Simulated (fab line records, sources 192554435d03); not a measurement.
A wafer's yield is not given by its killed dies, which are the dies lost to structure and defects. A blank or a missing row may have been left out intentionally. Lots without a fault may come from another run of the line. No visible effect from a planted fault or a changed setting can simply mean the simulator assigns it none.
Matching of chambers + flow n5-finfet + pecvd-01 running N5_BEOL_M0_SAQP_PECVD_03: 3 sister chambers
The step deposits SiCN from 3MS/NH3, target thk 12 nm, time 21.1 s. 3 wafers are shown with their chamber, then 8 later ones without.

EACH WAFER AND ITS CHAMBER
| wafer  | chamber | throttle-valve-pct (%) |
|--------|---------|------------------------|
| L086.5 | 2       | 8.7                    |
| L089.6 | 0       | 8.9                    |
| L090.1 | 1       | 10.2                   |

WAFERS WHOSE CHAMBER IS MISSING
| wafer  | throttle-valve-pct (%) |
|--------|------------------------|
| L090.2 | 8.7                    |
| L090.4 | 10.3                   |
| L093.1 | 8.8                    |
| L093.2 | 8.7                    |
| L093.5 | 10.3                   |
| L096.3 | 8.8                    |
| L096.5 | 8.9                    |
| L096.6 | 8.6                    |

THE CHAMBER EACH PASSED THROUGH
| wafer  | from the rows above     | in truth                   |
|--------|-------------------------|----------------------------|
| L090.2 | 2                       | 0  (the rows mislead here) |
| L090.4 | 1                       | 1                          |
| L093.1 | can't be placed: 0 or 2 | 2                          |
| L093.2 | 2                       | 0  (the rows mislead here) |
| L093.5 | 1                       | 1                          |
| L096.3 | can't be placed: 0 or 2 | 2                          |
| L096.5 | 0                       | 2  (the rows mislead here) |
| L096.6 | 2                       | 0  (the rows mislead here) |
Correctly placed: 2 of 8. Can't be placed from these rows: 2 (the true chamber is among the candidates in 2). Number placed wrongly: 4.
How it was worked out, from the rows above alone: a wafer's distance from a chamber is the root of the sum, over the readings, of the square of ((its reading less the chamber's mean) divided by the reading's scatter). The wafer belongs to the nearest chamber; if the next one is less than 2 further off, it can't be placed. For every chamber, the mean is computed from those of its wafers that are shown. The scatter (one wafer shown for each chamber): square how far every hidden wafer sits from the nearest shown wafer, average those squares and take the square root.
